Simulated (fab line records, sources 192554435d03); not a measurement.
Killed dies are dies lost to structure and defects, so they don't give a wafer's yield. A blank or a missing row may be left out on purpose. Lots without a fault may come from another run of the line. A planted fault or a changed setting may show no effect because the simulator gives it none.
Which tool did it? | flow n5_finfet | 10 lots, 30 wafers sampled, at 5 steps of a route of 1938

WHAT THE GAUGES READ, wafer by wafer
N5_BEOL_M9_THK_MEAS_01.
lot  | measured     | on            | M9_ILD_THK (nm)
L715 | day 9 12:13  | film_metro-02 | 267 267 274
L716 | day 9 17:55  | film_metro-01 | 268 274 273
L720 | day 10 14:47 | film_metro-02 | 271 271 274
L721 | day 11 08:55 | film_metro-02 | 267 271 269
L722 | day 11 22:52 | film_metro-01 | 265 266 268
L725 | day 11 23:20 | film_metro-01 | 266 265 269
L730 | day 13 11:55 | film_metro-02 | 232 270 270
L734 | day 14 07:49 | film_metro-02 | 268 268 272
L736 | day 14 17:47 | film_metro-01 | 268 271 274
L735 | day 14 19:47 | film_metro-02 | 268 267 269

N5_BEOL_M9_CD_MEAS_11: target cd 64.1 nm.
lot  | measured     | on        | cd_nm (nm)
L715 | day 9 13:39  | cd_sem-01 | 64.5 64.7 64.9
L716 | day 9 19:53  | cd_sem-01 | 63.9 64.3 64.8
L720 | day 10 15:23 | cd_sem-03 | 64.7 64.4 64.5
L721 | day 11 09:25 | cd_sem-03 | 64.0 63.9 64.1
L722 | day 11 23:48 | cd_sem-03 | 63.9 63.9 64.0
L725 | day 12 00:20 | cd_sem-02 | 63.6 63.4 63.6
L730 | day 13 14:14 | cd_sem-01 | 63.9 64.4 64.3
L734 | day 14 10:41 | cd_sem-02 | 64.1 64.2 63.4
L736 | day 14 18:58 | cd_sem-03 | 64.1 64.0 64.6
L735 | day 14 22:15 | cd_sem-01 | 64.0 64.2 63.6

WHICH TOOL RAN EACH LOT (tool, then ch and the chambers of the sampled wafers, then the start)
lot  | N5_BEOL_M8_ETCH_65                 | N5_BEOL_M8_ALD_77                   | N5_BEOL_M9_ILD_DEP_00
L715 | rie_diel-06 ch 0,1,2, day 9 08:23  | ald_metal-04 ch 0,2,3, day 9 09:25  | pecvd-03 ch 1,2, day 9 11:38
L716 | rie_diel-02 ch 0,3, day 9 13:53    | ald_metal-04 ch 0,1, day 9 15:44    | pecvd-03 ch 1,2, day 9 17:20
L720 | rie_diel-02 ch 0,1,2, day 10 09:47 | ald_metal-02 ch 1,3, day 10 11:19   | pecvd-01 ch 0, day 10 14:10
L721 | rie_diel-02 ch 1,2, day 11 05:20   | ald_metal-02 ch 0,1, day 11 06:37   | pecvd-01 ch 0,2, day 11 08:19
L722 | rie_diel-02 ch 0,2,3, day 11 17:37 | ald_metal-03 ch 0,2,3, day 11 20:41 | pecvd-01 ch 0,1, day 11 22:16
L725 | rie_diel-05 ch 1,2, day 11 17:43   | ald_metal-03 ch 1,2,3, day 11 20:56 | pecvd-03 ch 1,2, day 11 22:29
L730 | rie_diel-06 ch 0,2, day 13 06:46   | ald_metal-03 ch 1,3, day 13 07:59   | pecvd-01 ch 0,2, day 13 11:20
L734 | rie_diel-05 ch 2,3, day 14 02:47   | ald_metal-04 ch 0,1,2, day 14 04:07 | pecvd-02 ch 0,2, day 14 07:13
L736 | rie_diel-06 ch 1,2,3, day 14 14:30 | ald_metal-03 ch 1,2,3, day 14 15:31 | pecvd-02 ch 0,1, day 14 17:06
L735 | rie_diel-06 ch 1,2, day 14 16:13   | ald_metal-03 ch 0,2,3, day 14 17:23 | pecvd-03 ch 0,2, day 14 19:11
- N5_BEOL_M8_ETCH_65: etches SiARC in CF4, target depth 15.6 nm, time 26 s.
- N5_BEOL_M8_ALD_77: deposits TaN, target thk 2 nm, pulse time 2 s, purge time 3 s.
- N5_BEOL_M9_ILD_DEP_00: deposits SiCOH lowk from DEMS/porogen, target thk 308.51 nm, time 58 s.

WHAT THE TOOLS THEMSELVES READ (means of the sampled wafers that have a number; where no wafer has one, the mark that the record gives instead)
N5_BEOL_M8_ETCH_65.
lot  | tool        | drypump_motor_current_A (A) | etch_rf_on_time_s (s) | oes_product_au (a.u.) | rf_vpp_V (V) | showerhead_plenum_p_Torr (Torr) | throttle_valve_pct (%)
L715 | rie_diel-06 | 5.9                         | 25.9                  | 0.73                  | 183.7        | 2.11                            | 15.50
L716 | rie_diel-02 | 6.0                         | 26.5                  | 0.60                  | 182.5        | 2.04                            | 15.91
L720 | rie_diel-02 | 5.7                         | 26.5                  | 0.61                  | 182.7        | 2.09                            | 15.85
L721 | rie_diel-02 | 5.4                         | 26.5                  | 0.61                  | 184.3        | 2.10                            | 15.81
L722 | rie_diel-02 | 6.0                         | 26.5                  | 0.60                  | 183.5        | 2.09                            | 16.05
L725 | rie_diel-05 | 5.5                         | 25.8                  | 0.76                  | 183.4        | 2.12                            | 15.44
L730 | rie_diel-06 | 5.8                         | 25.9                  | 0.74                  | 184.0        | 2.09                            | 15.44
L734 | rie_diel-05 | 6.0                         | 25.4                  | 0.78                  | 183.7        | 2.13                            | 15.45
L736 | rie_diel-06 | 6.0                         | 26.3                  | 0.65                  | 183.5        | 2.09                            | 15.66
L735 | rie_diel-06 | 5.9                         | 25.6                  | 0.69                  | 183.1        | 2.10                            | 15.48

N5_BEOL_M8_ALD_77.
lot  | tool         | heater_power_w (W)
L715 | ald_metal-04 | 412
L716 | ald_metal-04 | 459
L720 | ald_metal-02 | 421
L721 | ald_metal-02 | 429
L722 | ald_metal-03 | 425
L725 | ald_metal-03 | 439
L730 | ald_metal-03 | 445
L734 | ald_metal-04 | 449
L736 | ald_metal-03 | 436
L735 | ald_metal-03 | 420

N5_BEOL_M9_ILD_DEP_00.
lot  | tool     | heater_power_w (W) | showerhead_plenum_p_Torr (Torr) | throttle_valve_pct (%)
L715 | pecvd-03 | 346                | 5.737                           | 13.7
L716 | pecvd-03 | 352                | 5.738                           | 13.8
L720 | pecvd-01 | 326                | 5.733                           | 15.3
L721 | pecvd-01 | 308                | 5.738                           | 14.7
L722 | pecvd-01 | 340                | 5.739                           | 15.0
L725 | pecvd-03 | 303                | 5.753                           | 13.7
L730 | pecvd-01 | 328                | 5.738                           | 14.1
L734 | pecvd-02 | 350                | 5.751                           | 13.9
L736 | pecvd-02 | 281                | 5.724                           | 13.5
L735 | pecvd-03 | 374                | 5.730                           | 14.1

THE ANSWER, worked out from the rows above alone
Rule: what is usual is taken from the lots themselves. Put in order of their means at a reading, lots are off if they are a third of the lots or fewer, leave a main group of 4 or more, and stand apart from it by a gap of 3 or more times the standard deviation of the main group's means; of several such gaps the widest counts. A main group whose means are all the same, to the digits that the tables above print for the reading, isn't used. A lot without any number at a reading at which 4 lots or more have one is off too. The other lots that the step has rows for count as sound. The gauges are gone through in route order, then the tools' own readings, and for those a lot's mean is taken as printed above. The first step at which some lot is off is used, and at that step the reading that is off furthest; a lot without a number counts as furthest.
Off: L730, at N5_BEOL_M9_THK_MEAS_01 (M9_ILD_THK). The main group: mean 269 nm, standard deviation 1.9.
A tool fits if, at a process step before that reading, it ran every lot that is off, and no sound lot after the first of them. The gauges at N5_BEOL_M9_THK_MEAS_01 are tried like those tools. One fits: pecvd-01 at N5_BEOL_M9_ILD_DEP_00. Its last sound lot is L722 (day 11 22:16), its first lot that is off L730 (day 13 11:20): a fault that began between those two fits.

WHAT THE SIMULATOR HAD PUT IN
Site profile drift: pecvd-01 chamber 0, from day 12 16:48 on, at N5_BEOL_M9_ILD_DEP_00. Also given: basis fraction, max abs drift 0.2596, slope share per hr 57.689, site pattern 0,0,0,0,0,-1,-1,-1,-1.
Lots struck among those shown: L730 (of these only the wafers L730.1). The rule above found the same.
